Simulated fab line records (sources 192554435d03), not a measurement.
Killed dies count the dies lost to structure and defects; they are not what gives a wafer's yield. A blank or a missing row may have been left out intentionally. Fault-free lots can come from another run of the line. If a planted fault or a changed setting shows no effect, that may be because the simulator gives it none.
Lot-split experiment :: flow n5Finfet :: 21 wafers read across 7 lots, on a route 1938 steps long

== THE SPLIT ITSELF ==
At N5_SDB_COAT_05 (resist thk 90 nm), the setting spinRpm was moved away from the recipe's 1500 rpm on 7 of the 21 wafers read, by -8.1% to +4.6%. The other wafers ran this setting at the recipe's value.

== FROM THE SPLIT TO THE READING: what the file shows between them, 4 steps ==
- N5_SDB_EBR_07
- N5_SDB_SOFTBAKE_06: time 60 s
- N5_SDB_EXPOSE_08: exposes mask SDB
- N5_SDB_PEB_09: peb time 60 s

== THE READING ==
CAR-ArF_of_SDB_COAT_05.thkNm (the simulator's own value, which no gauge read), in nm, at N5_SDB_DEVELOP_10 (develop time 30 s). The file does not state a usual value for it. Across the 14 wafers here that went through the recipe, the average is 88.3 nm and the standard deviation 0.29 nm.

wafer: L074.2
tool, chamber at the split: lithoTrack-03, 0
spinRpm as run, rpm: 1500
against the recipe: recipe
CAR-ArF_of_SDB_COAT_05.thkNm, nm: 89
against lot-mates on the recipe: -

wafer: L074.3
tool, chamber at the split: lithoTrack-03, 0
spinRpm as run, rpm: 1500
against the recipe: recipe
CAR-ArF_of_SDB_COAT_05.thkNm, nm: 88.8
against lot-mates on the recipe: -

wafer: L074.6
tool, chamber at the split: lithoTrack-03, 0
spinRpm as run, rpm: 1569
against the recipe: +4.6%
CAR-ArF_of_SDB_COAT_05.thkNm, nm: 86.8
against lot-mates on the recipe: -2.1

wafer: L078.4
tool, chamber at the split: lithoTrack-03, 0
spinRpm as run, rpm: 1500
against the recipe: recipe
CAR-ArF_of_SDB_COAT_05.thkNm, nm: 88.2
against lot-mates on the recipe: -

wafer: L078.6
tool, chamber at the split: lithoTrack-03, 0
spinRpm as run, rpm: 1500
against the recipe: recipe
CAR-ArF_of_SDB_COAT_05.thkNm, nm: 88.2
against lot-mates on the recipe: -

wafer: L078.5
tool, chamber at the split: lithoTrack-03, 0
spinRpm as run, rpm: 1500
against the recipe: recipe
CAR-ArF_of_SDB_COAT_05.thkNm, nm: 88.4
against lot-mates on the recipe: -

wafer: L080.1
tool, chamber at the split: lithoTrack-04, 0
spinRpm as run, rpm: 1500
against the recipe: recipe
CAR-ArF_of_SDB_COAT_05.thkNm, nm: 88
against lot-mates on the recipe: -

wafer: L080.5
tool, chamber at the split: lithoTrack-04, 0
spinRpm as run, rpm: 1500
against the recipe: recipe
CAR-ArF_of_SDB_COAT_05.thkNm, nm: 88
against lot-mates on the recipe: -

wafer: L080.6
tool, chamber at the split: lithoTrack-04, 0
spinRpm as run, rpm: 1500
against the recipe: recipe
CAR-ArF_of_SDB_COAT_05.thkNm, nm: 88
against lot-mates on the recipe: -

wafer: L081.3
tool, chamber at the split: lithoTrack-04, 0
spinRpm as run, rpm: 1500
against the recipe: recipe
CAR-ArF_of_SDB_COAT_05.thkNm, nm: 88.2
against lot-mates on the recipe: -

wafer: L081.4
tool, chamber at the split: lithoTrack-04, 0
spinRpm as run, rpm: 1378
against the recipe: -8.1%
CAR-ArF_of_SDB_COAT_05.thkNm, nm: 92.6
against lot-mates on the recipe: +4.3

wafer: L081.5
tool, chamber at the split: lithoTrack-04, 0
spinRpm as run, rpm: 1500
against the recipe: recipe
CAR-ArF_of_SDB_COAT_05.thkNm, nm: 88.4
against lot-mates on the recipe: -

wafer: L089.2
tool, chamber at the split: lithoTrack-03, 0
spinRpm as run, rpm: 1440
against the recipe: -4.0%
CAR-ArF_of_SDB_COAT_05.thkNm, nm: 90.4
against lot-mates on the recipe: no lot-mate on the recipe

wafer: L089.4
tool, chamber at the split: lithoTrack-03, 0
spinRpm as run, rpm: 1440
against the recipe: -4.0%
CAR-ArF_of_SDB_COAT_05.thkNm, nm: 90.6
against lot-mates on the recipe: no lot-mate on the recipe

wafer: L089.5
tool, chamber at the split: lithoTrack-03, 0
spinRpm as run, rpm: 1440
against the recipe: -4.0%
CAR-ArF_of_SDB_COAT_05.thkNm, nm: 90.6
against lot-mates on the recipe: no lot-mate on the recipe

wafer: L092.1
tool, chamber at the split: lithoTrack-05, 0
spinRpm as run, rpm: 1500
against the recipe: recipe
CAR-ArF_of_SDB_COAT_05.thkNm, nm: 88.4
against lot-mates on the recipe: -

wafer: L092.5
tool, chamber at the split: lithoTrack-05, 0
spinRpm as run, rpm: 1500
against the recipe: recipe
CAR-ArF_of_SDB_COAT_05.thkNm, nm: 88.4
against lot-mates on the recipe: -

wafer: L092.3
tool, chamber at the split: lithoTrack-05, 0
spinRpm as run, rpm: 1500
against the recipe: recipe
CAR-ArF_of_SDB_COAT_05.thkNm, nm: 88.6
against lot-mates on the recipe: -

wafer: L095.1
tool, chamber at the split: lithoTrack-05, 0
spinRpm as run, rpm: 1500
against the recipe: recipe
CAR-ArF_of_SDB_COAT_05.thkNm, nm: 88.2
against lot-mates on the recipe: -

wafer: L095.2
tool, chamber at the split: lithoTrack-05, 0
spinRpm as run, rpm: 1410
against the recipe: -6.0%
CAR-ArF_of_SDB_COAT_05.thkNm, nm: 91.2
against lot-mates on the recipe: +3.0

wafer: L095.3
tool, chamber at the split: lithoTrack-05, 0
spinRpm as run, rpm: 1410
against the recipe: -6.0%
CAR-ArF_of_SDB_COAT_05.thkNm, nm: 91.2
against lot-mates on the recipe: +3.0

THE FIT
A straight line over all 21 wafers: CAR-ArF_of_SDB_COAT_05.thkNm changes by -0.483 nm for each +1% of spinRpm; r = -0.98; the points scatter about the line by 0.31 nm.
The same after taking each lot's own level away (the mean of its wafers on the recipe; 18 wafers): -0.504 nm for each +1%; r = -1.00; scatter 0.1 nm.
According to that fit, moving spinRpm by its largest amount changes the reading by 4.1 nm.
Measured against the standard deviation above, the lots' own levels, which go from 88.00 to 88.90 nm, span 3.1 times it.
Consequently the slope shifts little with the lot-to-lot level, the two slopes agreeing.
Check: +3.99 nm against its lot-mates is what the line predicts for one of the wafers moved furthest among these (-8.1%) when that wafer is left out of the fit. Against them it came out at +4.3 nm.

== ADDITIONAL SPLITS CARRIED BY THESE WAFERS ==
Other splits were also applied to these wafers ahead of the reading. Each is held against what the fit with the lots' levels taken away leaves over:
other split on the same wafers: N5_ZERO_LAYER_PECVD_02 timeS
wafers away from the commonest value: 10
r with CAR-ArF_of_SDB_COAT_05.thkNm (lot level and that fit taken away): -0.21

other split on the same wafers: N5_ZERO_LAYER_DEVELOP_10 developTimeS
wafers away from the commonest value: 8
r with CAR-ArF_of_SDB_COAT_05.thkNm (lot level and that fit taken away): +0.34

other split on the same wafers: N5_FIN_SAQP_SPACER1_ALD_24 aldCycles
wafers away from the commonest value: 5
r with CAR-ArF_of_SDB_COAT_05.thkNm (lot level and that fit taken away): +0.35

other split on the same wafers: N5_FIN_SAQP_ETCH_65 timeS
wafers away from the commonest value: 9
r with CAR-ArF_of_SDB_COAT_05.thkNm (lot level and that fit taken away): +0.19

other split on the same wafers: N5_SPACER0_ALD_00 aldCycles
wafers away from the commonest value: 11
r with CAR-ArF_of_SDB_COAT_05.thkNm (lot level and that fit taken away): -0.27

other split on the same wafers: N5_ILD0_CMP_03 downForcePsi
wafers away from the commonest value: 7
r with CAR-ArF_of_SDB_COAT_05.thkNm (lot level and that fit taken away): -0.28

== THE WHOLE CHAIN: every reading that the file lists as answering this split, in the file's order ==
step: N5_SDB_COAT_05
what it does: resist thk 90 nm
reading: CAR-ArF_of_SDB_COAT_05.thkNm (the simulator's own value, which no gauge read)
change (the file's fit): -0.504 nm for each +1% of the setting
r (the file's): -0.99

step: N5_SDB_DEVELOP_10
what it does: develop time 30 s
reading: CAR-ArF_of_SDB_COAT_05.thkNm (the simulator's own value, which no gauge read)
change (the file's fit): -0.508 nm for each +1% of the setting
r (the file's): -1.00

== THE FILE'S OWN FIT ==
CAR-ArF_of_SDB_COAT_05.thkNm changes by -0.508 nm for each +1% of spinRpm, r = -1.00.
